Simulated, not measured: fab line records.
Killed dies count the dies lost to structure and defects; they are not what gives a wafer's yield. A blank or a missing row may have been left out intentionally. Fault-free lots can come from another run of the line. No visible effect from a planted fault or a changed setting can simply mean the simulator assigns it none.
A lot that was struck, set against a sound lot -- flow nand_harc -- 14 steps out of a route of 1302
Sound: the wafers L695.3, L695.4, L695.5. Struck: wafer L707.6. The cause is given at the end.
At each step with rows: each side's tool, then ch and its chambers, then its first start. Under that, the readings that differ: sound wafers -- struck wafers -- difference of the means -- sigmas: that difference in standard deviations of wafers without a fault.
alike: a reading whose means differ by less than 2 such deviations, as well as words and numbers matching on both sides. not compared: withheld readings; readings where some wafer has no value; bounds like >300 that might hide an equal value; numbers whose values overlap and for which the record gives no deviation.
A row with sigmas, a row that says differs or no value, or rows on one side alone: a step with any of these is where the two part. Numbers that have no deviation but don't overlap get no sigmas and don't part them. A reading that every wafer of one side lacks parts them only if that side has two wafers or more.

NHARC_P_BONDPAD_INSPECT_23:
  sound on defect_inspect-02 at day 6 17:36; struck on defect_inspect-02 at day 11 19:56
  alike: raw_defect_count
NHARC_P_BONDPAD_ACTIVATE_29: chemistry N2, time 60 s.
  sound on rie_diel-09 ch 0,1,3, day 6 17:41; struck on rie_diel-09 ch 1, day 11 20:02
reading,sound,struck,difference,sigmas
rf_vpp_V (V),64.0 66.4 64.8,62.6,-2.5,-3
  alike: drypump_motor_current_A, oes_product_au, showerhead_plenum_p_Torr
  not compared: rf_hours_counter_h
then, 2 steps without rows for these wafers: NHARC_P_BONDPAD_PRECLEAN_30 (cleans in DIW, time 300 s); NHARC_P_BONDPAD_SRD_31 (time 30 s, dry time 20 s).
NHARC_A_START_INSPECT_01:
  sound on defect_inspect-01 at day 6 18:04; struck on defect_inspect-02 at day 11 20:24
  alike: raw_defect_count
then, 6 steps without rows for these wafers: NHARC_A_ZERO_WELL_PRECLEAN_00 (cleans in SPM, time 600 s); NHARC_A_ZERO_WELL_SRD_01; NHARC_A_ZERO_WELL_DEHYDRATE_02 (time 120 s); NHARC_A_ZERO_WELL_HMDS_03 (time 30 s); NHARC_A_ZERO_WELL_COAT_18 (time 65 s); NHARC_A_ZERO_WELL_COAT_04 (resist thk 600 nm).
NHARC_A_ZERO_WELL_SOFTBAKE_05: time 70 s.
  sound on litho_track-03 ch 0, day 6 18:00; struck on litho_track-03 ch 0, day 11 20:00
reading,sound,struck,difference,sigmas
heater_power_total_W (W),199.4 202.6 202.6,195.7,-5.8,-4
  alike: resist_line_temp_C
then, 2 steps without rows for these wafers: NHARC_A_ZERO_WELL_EBR_06; NHARC_END_SORT_01.

== WHERE THEY PART ==
At NHARC_P_BONDPAD_ACTIVATE_29 first; at NHARC_A_ZERO_WELL_SOFTBAKE_05 last (within this record only).

WHY: what the simulator had put in
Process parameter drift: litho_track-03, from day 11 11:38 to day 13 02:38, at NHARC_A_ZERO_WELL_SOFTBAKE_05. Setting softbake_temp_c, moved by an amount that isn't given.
